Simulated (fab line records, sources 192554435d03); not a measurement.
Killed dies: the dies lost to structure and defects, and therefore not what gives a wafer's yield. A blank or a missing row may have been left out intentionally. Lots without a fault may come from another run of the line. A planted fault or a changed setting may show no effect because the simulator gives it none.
Which of the tools did it? :: flow n5Finfet :: route of 1938 steps, sampled at 1 step: 6 lots, 18 wafers

## WHAT EACH GAUGE READ, for each wafer
N5_BEOL_M7_INSPECT_58: inspects for defects (darkfield).
lot: L281
measured: day 9 15:57
on: defectInspect-01
rawDefectCount: 36 43 71

lot: L283
measured: day 10 11:26
on: defectInspect-01
rawDefectCount: 78 77 70

lot: L288
measured: day 11 10:52
on: defectInspect-01
rawDefectCount: 89 69 69

lot: L293
measured: day 12 21:23
on: defectInspect-01
rawDefectCount: 54 38 43

lot: L295
measured: day 13 19:09
on: defectInspect-01
rawDefectCount: 95 107 115

lot: L302
measured: day 15 04:07
on: defectInspect-02
rawDefectCount: 49 45 45

## TOOL THAT RAN EACH LOT (tool first, then ch and the chambers of the sampled wafers, then the start)
Record: no process step prior to these readings.

## THE ANSWER, worked out from the rows above alone
Rule: the usual values come from the lots themselves. Put in order of their means at a reading, lots are off if they are a third of the lots or fewer, leave a main group of 4 or more, and stand apart from it by a gap of 3 or more times the standard deviation of the main group's means; of several such gaps the widest counts. The tables above print the reading to a certain number of digits; a main group whose means all agree to those digits is not used. A lot without any number at a reading at which 4 lots or more have one is off too. The other lots that the step has rows for count as sound.
No lot is off on any of the readings shown, so nothing can be concluded from this.

## WHAT THE SIMULATOR PUT IN
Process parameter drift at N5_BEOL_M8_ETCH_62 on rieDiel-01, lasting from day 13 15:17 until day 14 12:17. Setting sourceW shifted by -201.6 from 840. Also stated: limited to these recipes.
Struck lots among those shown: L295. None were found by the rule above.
